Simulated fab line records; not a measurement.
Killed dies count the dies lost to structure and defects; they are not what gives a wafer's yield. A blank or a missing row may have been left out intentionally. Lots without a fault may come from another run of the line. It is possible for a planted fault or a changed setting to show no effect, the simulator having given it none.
What tool caused it? ; flow nand harc ; 36 wafers from 12 lots sampled at 6 of the route's 1159 steps

WHAT THE GAUGES READ, wafer by wafer
NHARC_P_M2_THK_MEAS_24: measures by xrf.
lot;measured;on;thk nm (nm)
L075;day 6 16:59;film metro-02;145.2 146.3 144.0
L077;day 7 01:13;film metro-01;144.1 142.1 143.4
L080;day 7 19:22;film metro-01;140.7 144.1 144.4
L081;day 8 05:35;film metro-01;145.0 143.4 142.8
L083;day 8 13:39;film metro-02;142.5 143.8 143.8
L087;day 9 10:34;film metro-01;142.3 144.4 143.4
L086;day 9 12:30;film metro-01;144.6 142.0 144.8
L088;day 10 03:06;film metro-01;146.1 145.3 145.2
L092;day 10 18:24;film metro-02;143.4 146.7 144.8
L093;day 11 04:47;film metro-01;143.2 142.5 145.8
L095;day 11 08:12;film metro-01;144.1 145.5 144.2
L096;day 12 00:31;film metro-01;143.8 144.6 146.4

TOOL THAT RAN EACH LOT (tool first, then ch and the chambers of the sampled wafers, then the start)
lot;NHARC_P_CONTACT_ETCH_31;NHARC_P_CONTACT_CMP_24;NHARC_P_M0_PVD_21;NHARC_P_M1_ANNEAL_31;NHARC_P_M1_DEP_33
L075;rie diel-06 ch 1,2,3, day 6 04:55 or earlier;cmp-02 ch 1,3, day 6 04:55;pvd sputter-01, day 6 12:16 or earlier;rtp anneal-01 ch 0, day 6 12:16;pecvd-02 ch 1,2, day 6 13:13
L077;rie diel-06 ch 1,2,3, day 6 13:12 or earlier;cmp-02 ch 0,2,3, day 6 13:12;pvd sputter-01, day 6 20:28 or earlier;rtp anneal-01 ch 0, day 6 20:28;pecvd-02 ch 0,1, day 6 21:29
L080;rie diel-05 ch 0,1,2, day 7 07:02 or earlier;cmp-03 ch 0,2,3, day 7 07:02;pvd sputter-02, day 7 14:32 or earlier;rtp anneal-01 ch 0, day 7 14:32;pecvd-01 ch 0,2, day 7 15:28
L081;rie diel-06 ch 1,2,3, day 7 17:19 or earlier;cmp-02 ch 2,3, day 7 17:19;pvd sputter-03, day 8 01:00 or earlier;rtp anneal-02 ch 0, day 8 01:00;pecvd-02 ch 0,1,2, day 8 01:56
L083;rie diel-11 ch 0,1,3, day 8 01:26 or earlier;cmp-01 ch 0,2,3, day 8 01:26;pvd sputter-03, day 8 08:54 or earlier;rtp anneal-02 ch 0, day 8 08:54;pecvd-04 ch 0,1,2, day 8 09:49
L087;rie diel-06 ch 0,1,3, day 8 22:14 or earlier;cmp-03 ch 0,2, day 8 22:14;pvd sputter-03, day 9 05:36 or earlier;rtp anneal-01 ch 0, day 9 05:36;pecvd-02 ch 0,1, day 9 06:34
L086;rie diel-06 ch 1,3, day 8 23:47 or earlier;cmp-02 ch 0,3, day 8 23:47;pvd sputter-01, day 9 07:42 or earlier;rtp anneal-01 ch 0, day 9 07:42;pecvd-01 ch 0,1,2, day 9 08:40
L088;rie diel-06 ch 0,1,2, day 9 14:44 or earlier;cmp-01 ch 2,3, day 9 14:44;pvd sputter-03, day 9 22:12 or earlier;rtp anneal-01 ch 0, day 9 22:12;pecvd-02 ch 0,1,2, day 9 23:11
L092;rie diel-06 ch 0,1,3, day 10 06:03 or earlier;cmp-03 ch 1,2,3, day 10 06:03;pvd sputter-02, day 10 13:29 or earlier;rtp anneal-01 ch 0, day 10 13:29;pecvd-01 ch 1,2, day 10 14:31
L093;rie diel-06 ch 0,1,3, day 10 16:35 or earlier;cmp-02 ch 1,2,3, day 10 16:35;pvd sputter-02, day 10 23:51 or earlier;rtp anneal-02 ch 0, day 10 23:51;pecvd-04 ch 0,1,2, day 11 00:49
L095;rie diel-06 ch 1,2,3, day 10 20:10 or earlier;cmp-02 ch 0,1,3, day 10 20:10;pvd sputter-01, day 11 03:26 or earlier;rtp anneal-02 ch 0, day 11 03:26;pecvd-02 ch 0,1, day 11 04:21
L096;rie diel-11 ch 0,1,3, day 11 12:10 or earlier;cmp-01 ch 0,1, day 11 12:10;pvd sputter-01, day 11 19:47 or earlier;rtp anneal-02 ch 0, day 11 19:47;pecvd-01 ch 1,2, day 11 20:43
- NHARC_P_CONTACT_ETCH_31: etches the open film in CH3F/O2, target depth 30 nm, time 85.7 s.
- NHARC_P_CONTACT_CMP_24: polishes, t overpolish 30 s, target thk 200 nm.
- NHARC_P_M0_PVD_21: deposits Cu, target thk 30 nm, time 20.49 s.
- NHARC_P_M1_ANNEAL_31: time 90 s.
- NHARC_P_M1_DEP_33: deposits SiCN, target thk 30 nm.

THE ANSWER, worked out from the rows above alone
Rule: what is usual is taken from the lots themselves. The widest of any qualifying gaps counts: lots, ordered by their means at a reading, are off when they make up no more than a third of the lots, leave a main group of 4 or more, and stand apart from it by 3 or more times the standard deviation of that group's means. A main group is skipped when, at the precision printed for the reading in the tables above, its means are all equal. A lot without any number at a reading at which 4 lots or more have one is off too. Where the step has rows for the other lots, those lots are counted as sound.
Nothing can be told from this: no lot is off at any reading shown.

WHAT THE SIMULATOR HAD INSERTED
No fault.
